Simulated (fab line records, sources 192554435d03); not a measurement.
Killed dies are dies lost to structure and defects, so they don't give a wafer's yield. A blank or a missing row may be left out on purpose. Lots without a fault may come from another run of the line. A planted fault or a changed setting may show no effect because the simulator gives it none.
Split-lot experiment | flow n5_finfet | 7 lots, 21 wafers read, on a route of 1938 steps

THE SPLIT
At N5_WELL_APT_COAT_19 (resist thk 950 nm), the setting spin_rpm was moved away from the recipe's 1357 rpm on 8 of the 21 wafers read, by -8.5% to +10.8%. The other wafers ran this setting at the recipe's value.

The reading is taken at the split's own step.

THE READING
coat_of_WELL_APT_COAT_19.thk_nm (the simulator's own value, which no gauge read), in nm, at N5_WELL_APT_COAT_19 (resist thk 950 nm). The file gives no usual value for it. The 13 wafers here that ran the recipe average 948.4 nm, standard deviation 3.1 nm.

wafer  | tool, chamber at the split | spin_rpm as run, rpm | against the recipe | coat_of_WELL_APT_COAT_19.thk_nm, nm | against lot-mates on the recipe
L075.2 | litho_track-05, 0          | 1357                 | recipe             | 950                                 | -
L075.4 | litho_track-05, 0          | 1242                 | -8.5%              | 993.2                               | +42.2
L075.5 | litho_track-05, 0          | 1357                 | recipe             | 952                                 | -
L081.4 | litho_track-02, 0          | 1357                 | recipe             | 951.4                               | -
L081.5 | litho_track-02, 0          | 1357                 | recipe             | 948.4                               | -
L081.6 | litho_track-02, 0          | 1357                 | recipe             | 950.6                               | -
L082.2 | litho_track-05, 0          | 1252                 | -7.7%              | 989                                 | no lot-mate on the recipe
L082.3 | litho_track-05, 0          | 1252                 | -7.7%              | 991.5                               | no lot-mate on the recipe
L082.6 | litho_track-05, 0          | 1252                 | -7.7%              | 990.9                               | no lot-mate on the recipe
L085.1 | litho_track-02, 0          | 1357                 | recipe             | 950.5                               | -
L085.2 | litho_track-02, 0          | 1357                 | recipe             | 948.4                               | -
L085.5 | litho_track-02, 0          | 1503                 | +10.8%             | 901.5                               | -48.0
L088.2 | litho_track-01, 0          | 1357                 | recipe             | 953                                 | -
L088.5 | litho_track-01, 0          | 1502                 | +10.7%             | 903.3                               | -47.0
L088.6 | litho_track-01, 0          | 1357                 | recipe             | 947.5                               | -
L093.2 | litho_track-02, 0          | 1357                 | recipe             | 943.7                               | -
L093.4 | litho_track-02, 0          | 1357                 | recipe             | 946.2                               | -
L093.6 | litho_track-02, 0          | 1357                 | recipe             | 943.3                               | -
L095.1 | litho_track-01, 0          | 1397                 | +2.9%              | 934.9                               | -9.6
L095.3 | litho_track-01, 0          | 1397                 | +2.9%              | 933.3                               | -11.2
L095.4 | litho_track-01, 0          | 1357                 | recipe             | 944.5                               | -

THE FIT
A straight line over all 21 wafers: coat_of_WELL_APT_COAT_19.thk_nm changes by -4.85 nm for each +1% of spin_rpm; r = -0.99; the points scatter about the line by 3.5 nm.
The same after taking each lot's own level away (the mean of its wafers on the recipe; 18 wafers): -4.54 nm for each +1%; r = -1.00; scatter 1.9 nm.
On that fit, the largest move of spin_rpm shifts the reading by 49 nm.
The lots' own levels span 944.40 to 951.00 nm, that is 2.1 times the standard deviation above.
So the lot-to-lot level changes the slope little: the two slopes agree.
Check: with one of the wafers moved furthest among these (+10.8%) left out of the fit, the line predicts -48.3 nm for it against its lot-mates. It came out at -48 nm against them.

OTHER SPLITS ON THESE WAFERS
These wafers also went through other splits before the reading. Each is held against what the fit with the lots' levels taken away leaves over:
other split on the same wafers | wafers away from the commonest value | r with coat_of_WELL_APT_COAT_19.thk_nm (lot level and that fit taken away)
N5_WELL_APT_COAT_02 spin_rpm   | 9                                    | -0.45
N5_WELL_APT_PEB_06 peb_temp_c  | 4                                    | +0.42

THE FILE'S OWN FIT
coat_of_WELL_APT_COAT_19.thk_nm changes by -4.53 nm for each +1% of spin_rpm, r = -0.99.
